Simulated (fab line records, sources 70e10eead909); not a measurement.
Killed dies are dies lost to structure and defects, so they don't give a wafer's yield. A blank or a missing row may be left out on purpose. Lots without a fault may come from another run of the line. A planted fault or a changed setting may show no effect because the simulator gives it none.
One fault seen from 2 desks | flow nand_harc | each desk has only its own numbers; what lay behind them comes last

THE METROLOGY DESK
What the gauges read, lot by lot, whatever tool the lot ran on: means of the sampled wafers that have a number. A lot is out of limits, marked OUT, if its mean lies more than 4 standard deviations from the usual mean; the brackets give that distance.
Columns: A = cd_nm at NHARC_A_SLIT_CD_MEAS_09, usual 299.9 nm; B = overlay_x_nm at NHARC_A_SLIT_OVL_MEAS_10, usual 0.0 nm; C = overlay_y_nm at NHARC_A_SLIT_OVL_MEAS_10, usual 0.1 nm; D = cd_nm at NHARC_A_SLIT_CD_MEAS_21, usual 289.5 nm
lot  | first seen here | A     | B    | C    | D
L626 | day 14 19:22    | 300.1 | -0.8 | -1.0 | 289.5
L633 | day 16 02:45    | 300.2 | -0.0 | -0.1 | 288.5
L639 | day 17 07:16    | 299.8 | -1.4 | 0.1  | 288.4
L638 | day 17 07:53    | 299.0 | -0.2 | -0.7 | 289.4
L644 | day 18 22:28    | 300.3 | 0.9  | -0.5 | 289.3
L646 | day 19 12:40    | 299.8 | 1.0  | 0.8  | 288.9
This desk's finding: nothing out of limits on any of the 6 lots.

THE DEFECT DESK
What the inspections along the route counted, lot by lot: means of the sampled wafers that have a number. A lot is out of limits, marked OUT, if its mean lies more than 4 standard deviations from the usual mean; the brackets give that distance.
Columns: A = raw_defect_count at NHARC_A_SLIT_INSPECT_11, usual 22; B = raw_defect_count at NHARC_A_SIN_REMOVE_INSPECT_04, usual 312
lot  | first seen here | A  | B
L626 | day 14 19:29    | 13 | 256
L633 | day 16 02:52    | 18 | 350
L639 | day 17 07:23    | 13 | 388
L638 | day 17 08:00    | 18 | 699 (+5.4) OUT
L644 | day 18 22:35    | 17 | 271
L646 | day 19 12:47    | 36 | 337
This desk's finding: out of limits on L638; first on L638, day 17 18:31 (raw_defect_count at NHARC_A_SIN_REMOVE_INSPECT_04). In limits: L626, L633, L639, L644, L646.

PUT TOGETHER
The defect desk could have raised an alarm at day 17 18:31, on L638.
The metrology desk saw nothing out of limits.
The metrology desk has L638 on record, within its limits.
Of the lots named, all ran NHARC_A_SLIT_PRECLEAN_19 on wet_bench-03.

WHAT THE SIMULATOR HAD PUT IN
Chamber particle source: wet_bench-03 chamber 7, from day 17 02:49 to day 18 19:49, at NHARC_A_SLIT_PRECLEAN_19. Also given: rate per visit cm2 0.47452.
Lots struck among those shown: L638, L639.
Hours from the fault's start to each desk's first reading out of limits: the defect desk, 16.
